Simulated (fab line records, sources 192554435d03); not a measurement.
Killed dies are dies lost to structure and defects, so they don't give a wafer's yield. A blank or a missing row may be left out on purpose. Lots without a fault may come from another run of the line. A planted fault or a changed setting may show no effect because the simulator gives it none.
Split-lot experiment | flow n5_finfet | 7 lots, 21 wafers read, on a route of 1938 steps

THE SPLIT
At N5_BEOL_M9_ETCH_62 (etches SOC in N2/H2, target depth 110 nm, overetch 22 nm, time 165 s), the setting source_w was moved away from the recipe's 840 W on 8 of the 21 wafers read, by -4.7% to +12.7%. The other wafers ran this setting at the recipe's value.

The reading is taken at the split's own step.

THE READING
rf_vpp_V, in V, at N5_BEOL_M9_ETCH_62 (etches SOC in N2/H2, target depth 110 nm, overetch 22 nm, time 165 s). Fault-free wafers of this fab line usually give 524.5 V, standard deviation 2 V.

wafer  | tool, chamber at the split | source_w as run, W | against the recipe | rf_vpp_V, V | against lot-mates on the recipe
L076.1 | rie_diel-03, 2             | 947                | +12.7%             | 503.5       | -18.9
L076.5 | rie_diel-03, 1             | 947                | +12.7%             | 500.9       | -21.5
L076.6 | rie_diel-03, 2             | 840                | recipe             | 522.4       | -
L080.4 | rie_diel-04, 3             | 933.2              | +11.1%             | 504.8       | no lot-mate on the recipe
L080.5 | rie_diel-04, 0             | 933.2              | +11.1%             | 509.3       | no lot-mate on the recipe
L080.6 | rie_diel-04, 3             | 933.2              | +11.1%             | 504.8       | no lot-mate on the recipe
L082.3 | rie_diel-04, 0             | 840                | recipe             | 527.3       | -
L082.4 | rie_diel-04, 3             | 840                | recipe             | 522.8       | -
L082.6 | rie_diel-04, 0             | 840                | recipe             | 528.6       | -
L083.3 | rie_diel-04, 1             | 800.6              | -4.7%              | 533.2       | +7.4
L083.4 | rie_diel-04, 3             | 840                | recipe             | 523.8       | -
L083.5 | rie_diel-04, 0             | 840                | recipe             | 527.8       | -
L084.1 | rie_diel-05, 3             | 926                | +10.2%             | 510.7       | -14.9
L084.3 | rie_diel-05, 1             | 840                | recipe             | 525.6       | -
L084.6 | rie_diel-05, 2             | 926                | +10.2%             | 510.1       | -15.5
L085.1 | rie_diel-04, 3             | 840                | recipe             | 523.8       | -
L085.3 | rie_diel-04, 0             | 840                | recipe             | 527.3       | -
L085.6 | rie_diel-04, 0             | 840                | recipe             | 527.9       | -
L096.3 | rie_diel-04, 0             | 840                | recipe             | 527.0       | -
L096.5 | rie_diel-04, 3             | 840                | recipe             | 523.4       | -
L096.6 | rie_diel-04, 1             | 840                | recipe             | 523.3       | -

THE FIT
A straight line over all 21 wafers: rf_vpp_V changes by -1.7 V for each +1% of source_w; r = -0.98; the points scatter about the line by 2.2 V.
The same after taking each lot's own level away (the mean of its wafers on the recipe; 18 wafers): -1.55 V for each +1%; r = -0.98; scatter 1.8 V.
On that fit, the largest move of source_w shifts the reading by 20 V.
The lots' own levels span 522.40 to 526.33 V, that is 2.0 times the standard deviation above.
So the lot-to-lot level changes the slope: the two fits differ.
Check: with one of the wafers moved furthest among these (+12.7%) left out of the fit, the line predicts -20 V for it against its lot-mates. It came out at -18.9 V against them.
Tool readings at the split's step, against how far the setting was moved: rf_vpp_V r = -0.98.

OTHER SPLITS ON THESE WAFERS
These wafers also went through other splits before the reading. Each is held against what the fit with the lots' levels taken away leaves over:
other split on the same wafers   | wafers away from the commonest value | r with rf_vpp_V (lot level and that fit taken away)
N5_BEOL_M8_DESCUM_33 time_s      | 5                                    | -0.13
N5_BEOL_M8_TRENCH_ETCH_37 time_s | 11                                   | +0.26

THE FILE'S OWN FIT
rf_vpp_V changes by -1.55 V for each +1% of source_w, r = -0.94.
